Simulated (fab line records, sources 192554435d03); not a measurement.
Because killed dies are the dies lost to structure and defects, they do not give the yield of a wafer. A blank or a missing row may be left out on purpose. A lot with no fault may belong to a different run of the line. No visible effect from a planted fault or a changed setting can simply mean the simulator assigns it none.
fab line records | flow n5-finfet
[record] lots = 5 wafers = 13 last-day = 20
route steps=1938 shown BEOL_M4@1099 BEOL_M5@1112 BEOL_M12@1653 PASSIVATION@1936
lots that met no fault: from a run of the same line without faults
start-h: hours from the record's opening day to when the first of the lot's shown wafers began | wait-h: hours from the lot's prior step to this one | " repeats the value in the row above | L1.1+2: one row covering several wafers at once | - value missing, or start not given | * or withheld: withheld | < > ~ a bound
route shown NAME@n: a module of which the file shows steps, and the number in the route of the first | usual: average and standard deviation across the fault-free wafers | same: alike in all rows | chamber/n: place in a boat | sites: the reading at each site | _std_site: the standard deviation of these | _edge_site: outer sites' mean less inner sites' | radius-mm: how far each site lies from the wafer's centre | mask NAME#n: copy n | behind: the last tool/chamber to shape the wafer | hold: cause of the lot's hold/its duration in hours/its outcome | device: names the non-switching transistor (n, p or np) | end of line: the same wafers' tests at the end of the route | step lacking rows: just its recipe | killed: the dies lost at the first sort to structure and to defects; this is not the yield of the wafer | map: a wafer's dies, x killed, . not, _ none there
set.NAME: the setting as run; set.NAME@STEP: as run at that earlier step | model.NAME: the simulator's own value behind a step, which no gauge read
a table for each step, a row for each wafer; lots at some steps of the route
services: a tool's chamber out of use, with start hour (start-h, from the record's first day; less than 0 if before it), hours out, and reason
[[steps]]
[step N5_BEOL_M4_ANNEAL_95]
[recipe] temp-c = 400 time-s = 240 ambient = vacuum
[step N5_BEOL_M4_SPUTTER_96]
[recipe] material = Cu target-thk-a = 45 temp-c = -20 chamber-pressure-pa = 0.07 power-w = withheld time-s = 8.29
[step N5_BEOL_M4_ECD_50]
[recipe] material = Cu target-thk-a = 3000
[step N5_BEOL_M4_ANNEAL_51]
[recipe] temp-c = 225 time-s = 90 ambient = N2
[step N5_BEOL_M4_CMP_52]
[recipe] stop-on = SiOC t-overpolish-s = 6.8 down-force-psi = 1 platen-rpm = 50 clearing-platen-down-force-psi = 1.5 clearing-platen-rpm = 50 post-cmp-clean = cu-alkaline target-thk-nm = 40 clearing-platen-pad-velocity-m-s = 0.99484 pad-velocity-m-s = 0.99484
[step N5_BEOL_M4_PRE_CLEAN_60]
[recipe] gas = NH3/H2 time-s = 15 temp-c = * rf-power-w = 300
[step N5_BEOL_M4_CO_CAP_55]
[recipe] material = Co target-thk-a = 20 temp-c = 200 precursor = CCTBA/H2 pressure-torr = 30 time-s = 102.1
[step N5_BEOL_M4_PRE_CLEAN_56]
[recipe] gas = NH3 time-s = 15 temp-c = withheld rf-power-w = 300
[step N5_BEOL_M4_DEP_57]
[recipe] material = SiCN target-thk-a = 80 temp-c = withheld precursor = 3MS/NH3 pressure-torr = 3 rf-w = 202 time-s = 14
[step N5_BEOL_M4_RC_MEAS_101]
[usual] DIBL_N = 36.5/2.1 DIBL_P = 36.6/2.6 IOFF_N = 0.17/0.044 IOFF_P = 0.21/0.048 ION_N = 674/17 ION_P = 462/9.5 SS_N = 71.6/0.77 SS_P = 73.5/0.72 VT_N = 250/4.2 VT_P = -250/3.9
// columns lot.wafer tool chamber start-h wait-h DIBL_N[mV/V] DIBL_P[mV/V] IOFF_N[nA/um] IOFF_P[nA/um] ION_N[uA/um] ION_P[uA/um] SS_N[mV/dec] SS_P[mV/dec] VT_N[mV] VT_P[mV]
L276.3 prober-01 0 276.03 0.3 38.7 40.4 0.24 0.26 685 466 71.9 74.7 247 -251
L276.5 " 0 " " 34.3 34.4 0.13 0.17 661 453 71.3 72.4 255 -257
L276.6 " 0 " " 34.7 35.8 0.15 0.19 678 462 70.9 73.5 250 -255
L277.1 prober-02 0 299.86 0.0 37.1 37.3 0.15 0.19 649 446 71.8 73.7 250 -255
L277.3 " 0 " " 36.4 39.2 0.17 0.23 682 463 71.4 74.4 249 -252
L280.3 prober-02 0 301.10 0.8 34.5 33.2 0.11 0.18 653 450 70.7 72.4 254 -252
L280.6 " 0 " " 33.9 32.2 0.11 0.17 643 449 70.0 71.7 252 -249
L284.1 prober-01 0 317.21 0.0 33.9 34.1 0.10 0.14 656 449 71.3 73.0 256 -257
L284.2 " 0 " " 38.8 40.4 0.18 0.23 672 456 72.6 74.4 252 -252
L284.5 " 0 " " 36.9 37.0 0.14 0.18 672 462 71.8 74.2 253 -255
L288.2 prober-01 0 349.58 0.2 35.7 35.2 0.14 0.15 662 452 71.3 72.9 256 -257
L288.3 " 0 " " 35.8 36.3 0.14 0.18 667 459 70.6 72.9 254 -253
L288.5 " 0 " " 33.6 35.2 0.10 0.16 652 458 70.4 73.0 256 -254
[step N5_BEOL_M5_ILD_DEP_00]
[recipe] material = SiCOH_lowk target-thk-a = 1406.4 temp-c = 300 precursor = DEMS/porogen pressure-torr = 5 rf-w = 500 time-s = 25.9
[step N5_BEOL_M5_CURE_79]
[recipe] temp-c = 385 time-s = 240 ambient = He/Ar material = SiCOH_lowk
[step N5_BEOL_M5_PECVD_70]
[recipe] material = SiO2 target-thk-a = 160 temp-c = 400 precursor = TEOS/O2 pressure-torr = 5.5 rf-w = 450 teos-flow-sccm = 53.8 gas = O2 flow-sccm = 3000 time-s = 18
[step N5_BEOL_M5_HM_DEP_02]
[recipe] material = TiN target-thk-a = 200 temp-c = 25 chamber-pressure-pa = 0.49996
[step N5_BEOL_M5_COAT_59]
[recipe] resist = SOC temp-c = 250 time-s = 60 spin-rpm = 1500 resist-thk-nm = 60
[step N5_BEOL_M5_COAT_60]
[recipe] resist = SiARC temp-c = 220 time-s = 60 spin-rpm = 1500 resist-thk-nm = 12
[step N5_BEOL_M5_COAT_71]
[recipe] resist = underlayer temp-c = 205 time-s = 60 spin-rpm = 1500 resist-thk-nm = 5
[step N5_BEOL_M5_COAT_05]
[recipe] resist = CAR-EUV spin-rpm = 1500 resist-thk-nm = 30
[step N5_BEOL_M5_EBR_07]
[recipe] solvent = PGMEA ebr-width-mm = 1.5
[step N5_BEOL_M5_SOFTBAKE_06]
[recipe] temp-c = 110 time-s = 60 resist = CAR-EUV
[step N5_BEOL_M5_EXPOSE_08]
[recipe] mask-id = M5 na = 0.33 source-shape = annular sigma-inner = 0.4 sigma-outer = 0.8 polarization = unpolarized target-cd-nm = 28 dose-mj = 35.75
[step N5_BEOL_M5_PEB_09]
[recipe] peb-temp-c = 100 peb-time-s = 60 resist = CAR-EUV
[step N5_BEOL_M5_DEVELOP_10]
[recipe] develop-time-s = 30 developer = TMAH resist = CAR-EUV rinse-liquid = surfactant-rinse dry = air-spin dev-temp-c = 23
[step N5_BEOL_M5_DESCUM_16]
[recipe] chemistry = O2 time-s = 7 source-power-w = 50 bias-power-w = 20 pressure-mtorr = 20 rf-frequency-hz = 2.712e+07 temp-c = 40 resist = CAR-EUV o2-flow-sccm = 225
[step N5_BEOL_M5_ETCH_72]
[recipe] chemistry = N2/H2 target = underlayer target-depth-a = 65 mask-material = CAR-EUV time-s = 5.2 ion-energy-ev = 200 pressure-mtorr = 30 source-w = 840 bias-w = 150 n2-flow-sccm = 200 h2-flow-sccm = 200 ends = cleared
[step N5_BEOL_M5_ETCH_61]
[recipe] chemistry = CF4 target = SiARC target-depth-a = 156 mask-material = CAR-EUV time-s = 26 ion-energy-ev = 80 pressure-mtorr = 40 source-w = 545 bias-w = 36 Ar_flow_sccm = 100 cf4-flow-sccm = 100 ends = cleared
[step N5_BEOL_M5_ETCH_62]
[recipe] chemistry = N2/H2 target = SOC target-depth-a = 750 overetch-a = 150 mask-material = SiARC temp-c = 40 time-s = 112.5 ion-energy-ev = 200 pressure-mtorr = 30 source-w = 840 bias-w = 150 n2-flow-sccm = 200 h2-flow-sccm = 200
[step N5_BEOL_M5_STRIP_63]
[recipe] chemistry = N2/H2 temp-c = 40 n2-flow-sccm = 200 h2-flow-sccm = 200 rf-frequency-hz = 6e+07
[step N5_BEOL_M5_STRIP_73]
[recipe] chemistry = N2/H2 temp-c = 40 n2-flow-sccm = 200 h2-flow-sccm = 200 rf-frequency-hz = 6e+07
[step N5_BEOL_M5_STRIP_64]
[recipe] chemistry = CF4 resist = SiARC power-w = 300 bias-power-w = 75 pressure-mtorr = 50 cf4-flow-sccm = 150 rf-frequency-hz = 6e+07
[step N5_BEOL_M5_HM_OPEN_17]
[recipe] chemistry = Cl2/BCl3 target-depth-a = 200 overetch-a = 60 target = TiN mask-material = SOC ion-energy-ev = 150 pressure-mtorr = 10 icp-w = 1000 bias-w = 126 Cl2_flow_sccm = 53.25 bcl3-flow-sccm = 21.75 Ar_flow_sccm = 25
[step N5_BEOL_M5_STRIP_19]
[recipe] chemistry = O2 power-w = 400 temp-c = 40 pressure-mtorr = 30 rf-frequency-hz = 6e+07 bias-power-w = 0 overash-fraction = 0.2 o2-flow-sccm = 225
[step N5_BEOL_M5_COAT_65]
[recipe] resist = SOC temp-c = 250 time-s = 60 spin-rpm = 1500 resist-thk-nm = 60
[step N5_BEOL_M5_COAT_66]
[recipe] resist = SiARC temp-c = 220 time-s = 60 spin-rpm = 1500 resist-thk-nm = 12
[step N5_BEOL_M12_CMP_49]
[recipe] stop-on = SiOC t-overpolish-s = 20.6 down-force-psi = 1 platen-rpm = 50 clearing-platen-down-force-psi = 1.5 clearing-platen-rpm = 50 post-cmp-clean = cu-alkaline target-thk-nm = 320 clearing-platen-pad-velocity-m-s = 0.99484 pad-velocity-m-s = 0.99484
[usual] barrier-field-endpoint-s = 30.5/0.91 head-pressure-psi = 0.9999/0.002 motor-current-A = 6.1/0.53 overpolish-run-s = 20.600/0.0088 pad-life-wafers = 1254/640
[same] t-overpolish-s = 20.6
// columns lot.wafer tool chamber start-h wait-h barrier-field-endpoint-s head-pressure-psi motor-current-A overpolish-run-s pad-life-wafers
L276.3 cmp-01 2 346.56 0.2 30.4 1.0032 6.1 20.599 1824
L276.5 " 2 " " 30.6 0.9997 6.3 20.603 -
L276.6 " 3 " " 30.2 1.0012 5.3 20.613 -
L280.3 cmp-01 3 370.02 0.3 30.1 0.9990 5.4 20.600 2077
L280.6 " 3 " " 61.7 1.0004 5.5 4.555 -
L277.1 cmp-01 1 372.27 0.3 57.0 1.0038 5.2 9.238 2106
L277.3 " 3 " " 30.8 1.0005 5.5 20.579 2108
L284.1 cmp-01 3 395.82 0.3 62.5 0.9988 5.4 3.749 114
L284.2 " 1 " " 29.8 0.9976 5.4 20.597 116
L284.5 " 0 " " 30.0 1.0023 6.9 20.600 -
L288.2 cmp-03 1 427.18 0.2 31.0 0.9995 5.7 20.584 1740
L288.3 " 0 " " 29.8 0.9994 6.7 20.601 1743
L288.5 " 2 " " 30.1 0.9965 6.1 20.609 -
[step N5_BEOL_M12_THK_MEAS_50]
[recipe] thk-meas-gauge = xrf reads = Cu_of_BEOL_M12_ECD_47
[usual] M12_THK = 318/7.2
// columns lot.wafer tool chamber start-h wait-h M12_THK[nm]
L276.3 film-metro-01 - 346.86 - 326
L276.5 " - " " 327
L276.6 " - " " 317
L280.3 film-metro-02 - 370.28 - 325
L280.6 " - " " 607
L277.1 film-metro-02 - 372.57 - 569
L277.3 " - " " 315
L284.1 film-metro-02 - 396.11 - 575
L284.2 " - " " 314
L284.5 " - " " 307
L288.2 film-metro-01 - 427.48 - 313
L288.3 " - " " 317
L288.5 " - " " 317
[step N5_BEOL_M12_INSPECT_55]
[recipe] inspect-instrument = darkfield mode = post-dep
[usual] raw-defect-count = 78/28
// columns lot.wafer tool chamber start-h wait-h raw-defect-count
L276.3 defect-inspect-02 - 347.01 0.0 110
L276.5 " - " " 110
L276.6 " - " " 76
L280.3 defect-inspect-01 - 370.43 0.0 61
L280.6 " - " " 4833
L277.1 defect-inspect-02 - 372.72 0.0 4821
L277.3 " - " " 67
L284.1 defect-inspect-02 - 396.26 0.0 4749
L284.2 " - " " 105
L284.5 " - " " 129
L288.2 defect-inspect-01 - 427.66 0.0 39
L288.3 " - " " 43
L288.5 " - " " 55
[step N5_PASSIVATION_PROBE_49]
[usual] defect-limited-yield = 91.2/1.5 killed_at_M0_to_M3 = 36/10 killed_at_M4_up = 14/5.2 killed-at-contacts = 12/6 killed-at-front-end = 37/10 killed-at-other = 4/3.3 killed-dies = 104/18 killed-on-rim = 14/4.1 killed-open = 68/14 killed-short = 34/7.4 sort_bin_5_function = 5.2/1 sort_bin_6_memory = 3.3/0.7 sort-n-pass = 1076/18 sort-yield-pct = 91.2/1.5
[same] gross-dies = 1180 killed-at-back-side = 0 sort_bin_4_leakage[%] = 0 sort_bin_8_speed[%] = 0
// columns lot.wafer tool chamber start-h wait-h defect-limited-yield[%] killed_at_M0_to_M3 killed_at_M4_up killed-at-contacts killed-at-front-end killed-at-other killed-dies killed-on-rim killed-open killed-short sort_bin_5_function[%] sort_bin_6_memory[%] sort-n-pass sort-yield-pct[%]
L276.3 prober-01 - 388.79 0.1 91.6 41 7 7 43 1 99 12 66 33 5.9 2.3 1081 91.6
L276.5 prober-01 - 388.89 0.2 90.7 34 13 7 54 2 110 14 68 40 7.0 2.1 1070 90.7
L276.6 prober-01 - 388.94 0.3 91.9 38 18 5 31 3 95 12 64 31 4.2 3.4 1085 91.9
L280.3 prober-01 - 399.16 0.1 90.8 51 11 11 31 4 108 21 68 40 5.4 3.6 1072 90.8
L280.6 prober-01 - 399.31 0.3 0 23 1123 3 28 3 1180 152 49 20 4.1 1.8 0 0
L277.1 prober-02 - 419.59 0.0 0 40 1083 15 41 1 1180 152 65 39 5.1 3.6 0 0
L277.3 prober-02 - 419.69 0.1 91.4 26 9 28 31 8 102 8 66 34 5.3 3.1 1078 91.4
L284.1 prober-01 - 439.05 0.0 0 41 1096 4 36 3 1180 152 61 39 4.6 3.2 0 0
L284.2 prober-01 - 439.10 0.1 92.2 24 8 7 44 9 92 12 49 38 5.1 2.4 1088 92.2
L284.5 prober-01 - 439.25 0.2 91.9 31 14 5 32 13 95 15 56 28 4.9 2.6 1085 91.9
L288.2 prober-01 - 478.25 0.1 92.2 48 16 3 23 2 92 12 57 34 4.9 2.7 1088 92.2
L288.3 prober-01 - 478.30 0.1 91.7 42 9 6 29 12 98 6 60 37 4.9 3.1 1082 91.7
L288.5 prober-01 - 478.40 0.2 92.5 18 15 7 46 3 89 10 58 30 5.2 2.3 1091 92.5
// killed by level:class
L276.3 BEOL_M0_SAQP:geometric-particle:short=10 STI_FIN_REVEAL:geometric-particle:open=10 BEOL_M3:geometric-particle:open=9 FIN_SAQP:geometric-particle:open=8 BEOL_M0_SAQP:geometric-particle:open=8 STI_FIN_REVEAL:geometric-particle:short=7 MOL_CONTACT_COAG:geometric-particle:open=7 BEOL_M1:geometric-particle:open=7
L276.5 STI_FIN_REVEAL:geometric-particle:open=13 FIN_SAQP:geometric-particle:short=10 FIN_SAQP:geometric-particle:open=8 BEOL_M3:geometric-particle:open=8 BEOL_M0_SAQP:geometric-particle:short=7 DUMMY_GATE:geometric-particle:open=6 STARTING-WAFER:geometric-particle:short=6 MOL_CONTACT_COAG:geometric-particle:open=5
L276.6 FIN_SAQP:geometric-particle:open=13 BEOL_M0_SAQP:geometric-particle:short=12 BEOL_M2:geometric-particle:open=9 BEOL_M4:geometric-particle:open=8 BEOL_M0_SAQP:geometric-particle:open=6 STI_FIN_REVEAL:geometric-particle:open=5 BEOL_M3:geometric-particle:open=5 FIN_SAQP:geometric-particle:short=4
L280.3 BEOL_M0_SAQP:geometric-particle:open=18 BEOL_M0_SAQP:geometric-particle:short=16 FIN_SAQP:geometric-particle:open=10 FIN_SAQP:geometric-particle:short=9 MOL_CONTACT_COAG:geometric-particle:open=9 BEOL_M3:geometric-particle:open=6 STI_FIN_REVEAL:geometric-particle:open=4 BEOL_M1:geometric-particle:open=4
L280.6 BEOL_M12:area-cmp=1110 BEOL_M0_SAQP:geometric-particle:open=7 BEOL_M3:geometric-particle:open=7 FIN_SAQP:geometric-particle:open=6 BEOL_M4:geometric-particle:open=6 GATE_CUT:geometric-particle:short=5 STI_FIN_REVEAL:geometric-particle:open=4 BEOL_M0_SAQP:geometric-particle:short=4
L277.1 BEOL_M12:area-cmp=1074 BEOL_M0_SAQP:geometric-particle:short=13 FIN_SAQP:geometric-particle:open=10 MOL_CONTACT_COAG:geometric-particle:open=10 BEOL_M0_SAQP:geometric-particle:open=8 FIN_SAQP:geometric-particle:short=5 MOL_CONTACT_COAG:geometric-particle:short=5 BEOL_M2:geometric-particle:open=5
L277.3 MOL_CONTACT_COAG:geometric-particle:open=23 BEOL_M3:geometric-particle:short=7 STI_FIN_REVEAL:geometric-particle:open=6 BEOL_M2:geometric-particle:open=6 DUMMY_GATE:geometric-particle:open=5 MOL_CONTACT_COAG:geometric-particle:short=5 BEOL_M4:geometric-particle:open=4 GATE_CUT:geometric-particle:short=4
L284.1 BEOL_M12:area-cmp=1080 DUMMY_GATE:geometric-particle:open=9 BEOL_M3:geometric-particle:open=9 STI_FIN_REVEAL:geometric-particle:open=8 BEOL_M0_SAQP:geometric-particle:short=8 BEOL_M0_SAQP:geometric-particle:open=6 FIN_SAQP:geometric-particle:short=5 BEOL_M1:geometric-particle:open=5
L284.2 FIN_SAQP:geometric-particle:short=12 BEOL_M3:geometric-particle:open=9 DUMMY_GATE:geometric-particle:open=7 MOL_CONTACT_COAG:geometric-particle:open=6 STI_FIN_REVEAL:geometric-particle:open=5 BEOL_M0_SAQP:geometric-particle:short=5 STARTING-WAFER:geometric-particle:short=5 PASSIVATION:area-etch=5
L284.5 DUMMY_GATE:geometric-particle:open=12 BEOL_M0_SAQP:geometric-particle:open=10 PASSIVATION:area-etch=10 BEOL_M3:geometric-particle:open=7 BEOL_M0_SAQP:geometric-particle:short=6 BEOL_M4:geometric-particle:open=5 STI_FIN_REVEAL:geometric-particle:open=4 FIN_SAQP:geometric-particle:short=3
L288.2 BEOL_M2:geometric-particle:open=13 BEOL_M3:geometric-particle:open=8 BEOL_M2:geometric-particle:short=7 STI_FIN_REVEAL:geometric-particle:open=6 BEOL_M0_SAQP:geometric-particle:short=6 BEOL_M4:geometric-particle:open=6 STI_FIN_REVEAL:geometric-particle:short=5 BEOL_M0_SAQP:geometric-particle:open=5
L288.3 BEOL_M0_SAQP:geometric-particle:open=10 GATE_CUT:geometric-particle:short=7 BEOL_M1:geometric-particle:open=7 MOL_CONTACT_COAG:geometric-particle:open=6 BEOL_M0_SAQP:geometric-particle:short=6 FIN_SAQP:geometric-particle:short=5 BEOL_M2:geometric-particle:open=5 MIM_TOP_ETCH:geometric-particle:open=5
L288.5 STI_FIN_REVEAL:geometric-particle:open=12 GATE_CUT:geometric-particle:open=7 BEOL_M4:geometric-particle:open=7 MOL_CONTACT_COAG:geometric-particle:open=6 BEOL_M2:geometric-particle:open=6 STI_FIN_REVEAL:geometric-particle:short=5 STARTING-WAFER:geometric-particle:short=4 FIN_SAQP:geometric-particle:short=3
// map L277.1 (x killed, . not)
_________________xxxxxxxxxxxx________________
______________xxxxxxxxxxxxxxxxxx_____________
___________xxxxxxxxxxxxxxxxxxxxxxxx__________
__________xxxxxxxxxxxxxxxxxxxxxxxxxx_________
________xxxxxxxxxxxxxxxxxxxxxxxxxxxxxx_______
_______xxxxxxxxxxxxxxxxxxxxxxxxxxxxxxxx______
______xxxxxxxxxxxxxxxxxxxxxxxxxxxxxxxxxx_____
_____xxxxxxxxxxxxxxxxxxxxxxxxxxxxxxxxxxxx____
____xxxxxxxxxxxxxxxxxxxxxxxxxxxxxxxxxxxxxx___
___xxxxxxxxxxxxxxxxxxxxxxxxxxxxxxxxxxxxxxxx__
___xxxxxxxxxxxxxxxxxxxxxxxxxxxxxxxxxxxxxxxx__
__xxxxxxxxxxxxxxxxxxxxxxxxxxxxxxxxxxxxxxxxxx_
__xxxxxxxxxxxxxxxxxxxxxxxxxxxxxxxxxxxxxxxxxx_
_xxxxxxxxxxxxxxxxxxxxxxxxxxxxxxxxxxxxxxxxxxxx
_xxxxxxxxxxxxxxxxxxxxxxxxxxxxxxxxxxxxxxxxxxxx
_xxxxxxxxxxxxxxxxxxxxxxxxxxxxxxxxxxxxxxxxxxxx
_xxxxxxxxxxxxxxxxxxxxxxxxxxxxxxxxxxxxxxxxxxxx
_xxxxxxxxxxxxxxxxxxxxxxxxxxxxxxxxxxxxxxxxxxxx
_xxxxxxxxxxxxxxxxxxxxxxxxxxxxxxxxxxxxxxxxxxxx
_xxxxxxxxxxxxxxxxxxxxxxxxxxxxxxxxxxxxxxxxxxxx
_xxxxxxxxxxxxxxxxxxxxxxxxxxxxxxxxxxxxxxxxxxxx
__xxxxxxxxxxxxxxxxxxxxxxxxxxxxxxxxxxxxxxxxxx_
__xxxxxxxxxxxxxxxxxxxxxxxxxxxxxxxxxxxxxxxxxx_
___xxxxxxxxxxxxxxxxxxxxxxxxxxxxxxxxxxxxxxxx__
___xxxxxxxxxxxxxxxxxxxxxxxxxxxxxxxxxxxxxxxx__
____xxxxxxxxxxxxxxxxxxxxxxxxxxxxxxxxxxxxxx___
_____xxxxxxxxxxxxxxxxxxxxxxxxxxxxxxxxxxxx____
______xxxxxxxxxxxxxxxxxxxxxxxxxxxxxxxxxx_____
_______xxxxxxxxxxxxxxxxxxxxxxxxxxxxxxxx______
________xxxxxxxxxxxxxxxxxxxxxxxxxxxxxx_______
__________xxxxxxxxxxxxxxxxxxxxxxxxxx_________
___________xxxxxxxxxxxxxxxxxxxxxxxx__________
______________xxxxxxxxxxxxxxxxxx_____________
_________________xxxxxxxxxxxx________________
// map L280.6 (x killed, . not)
_________________xxxxxxxxxxxx________________
______________xxxxxxxxxxxxxxxxxx_____________
___________xxxxxxxxxxxxxxxxxxxxxxxx__________
__________xxxxxxxxxxxxxxxxxxxxxxxxxx_________
________xxxxxxxxxxxxxxxxxxxxxxxxxxxxxx_______
_______xxxxxxxxxxxxxxxxxxxxxxxxxxxxxxxx______
______xxxxxxxxxxxxxxxxxxxxxxxxxxxxxxxxxx_____
_____xxxxxxxxxxxxxxxxxxxxxxxxxxxxxxxxxxxx____
____xxxxxxxxxxxxxxxxxxxxxxxxxxxxxxxxxxxxxx___
___xxxxxxxxxxxxxxxxxxxxxxxxxxxxxxxxxxxxxxxx__
___xxxxxxxxxxxxxxxxxxxxxxxxxxxxxxxxxxxxxxxx__
__xxxxxxxxxxxxxxxxxxxxxxxxxxxxxxxxxxxxxxxxxx_
__xxxxxxxxxxxxxxxxxxxxxxxxxxxxxxxxxxxxxxxxxx_
_xxxxxxxxxxxxxxxxxxxxxxxxxxxxxxxxxxxxxxxxxxxx
_xxxxxxxxxxxxxxxxxxxxxxxxxxxxxxxxxxxxxxxxxxxx
_xxxxxxxxxxxxxxxxxxxxxxxxxxxxxxxxxxxxxxxxxxxx
_xxxxxxxxxxxxxxxxxxxxxxxxxxxxxxxxxxxxxxxxxxxx
_xxxxxxxxxxxxxxxxxxxxxxxxxxxxxxxxxxxxxxxxxxxx
_xxxxxxxxxxxxxxxxxxxxxxxxxxxxxxxxxxxxxxxxxxxx
_xxxxxxxxxxxxxxxxxxxxxxxxxxxxxxxxxxxxxxxxxxxx
_xxxxxxxxxxxxxxxxxxxxxxxxxxxxxxxxxxxxxxxxxxxx
__xxxxxxxxxxxxxxxxxxxxxxxxxxxxxxxxxxxxxxxxxx_
__xxxxxxxxxxxxxxxxxxxxxxxxxxxxxxxxxxxxxxxxxx_
___xxxxxxxxxxxxxxxxxxxxxxxxxxxxxxxxxxxxxxxx__
___xxxxxxxxxxxxxxxxxxxxxxxxxxxxxxxxxxxxxxxx__
____xxxxxxxxxxxxxxxxxxxxxxxxxxxxxxxxxxxxxx___
_____xxxxxxxxxxxxxxxxxxxxxxxxxxxxxxxxxxxx____
______xxxxxxxxxxxxxxxxxxxxxxxxxxxxxxxxxx_____
_______xxxxxxxxxxxxxxxxxxxxxxxxxxxxxxxx______
________xxxxxxxxxxxxxxxxxxxxxxxxxxxxxx_______
__________xxxxxxxxxxxxxxxxxxxxxxxxxx_________
___________xxxxxxxxxxxxxxxxxxxxxxxx__________
______________xxxxxxxxxxxxxxxxxx_____________
_________________xxxxxxxxxxxx________________
[[services]]
// columns tool chamber start-h hours kind
cmp-01 - 325.02 0.8 repair
cmp-03 - 358.93 2.4 repair
cmp-03 - 369.83 10.2 pm
cmp-01 - 375.79 4.0 pm
cmp-01 - 379.79 - consumable-replace:conditioner
cmp-01 - 379.79 - consumable-replace:pad
cmp-03 - 381.43 2.7 repair
[[key]]
[first-sign] step = N5_BEOL_M12_CMP_49 reading = overpolish-run-s direction = down sigmas = 99+ usual = 20.600 struck = 5.847
[effect] step = N5_BEOL_M12_CMP_49 reading = barrier-field-endpoint-s direction = up sigmas = 33 usual = 30.5 struck = 60.4
[effect] step = N5_BEOL_M12_THK_MEAS_50 reading = M12_THK direction = up sigmas = 37 usual = 318 struck = 584
[effect] step = N5_BEOL_M12_INSPECT_55 reading = raw-defect-count direction = up sigmas = 99+ usual = 78 struck = 4801
[effect] step = N5_PASSIVATION_PROBE_49 reading = killed_at_M4_up direction = up sigmas = 99+ usual = 14 struck = 1101
[more-kills-born-at] N5_BEOL_M12_CMP_49@cmp-01 = 3264
met-at N5_BEOL_M12_CMP_49
struck-wafers L277.1,L280.6,L284.1
later-rows-left-out L277.1,L280.6,L284.1
[baseline-loss] step = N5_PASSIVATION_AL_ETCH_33 wafers = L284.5
onset-between 346.56 370.02
[fault] kind = process-parameter-drift tool = cmp-01 chamber = - onset-h = 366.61 steps = N5_BEOL_M12_CMP_49 channel = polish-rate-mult offset = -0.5 shape = step end-h = 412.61 scope = struck-wafers-only
// later-rows-left-out: the simulator's readings of these wafers behind a module that went badly wrong aren't trusted and aren't shown, but for the sort
// baseline-loss: these wafers lose ten dies or more at that step, a loss of the line's own and not of a fault; the sort's usual values leave them out
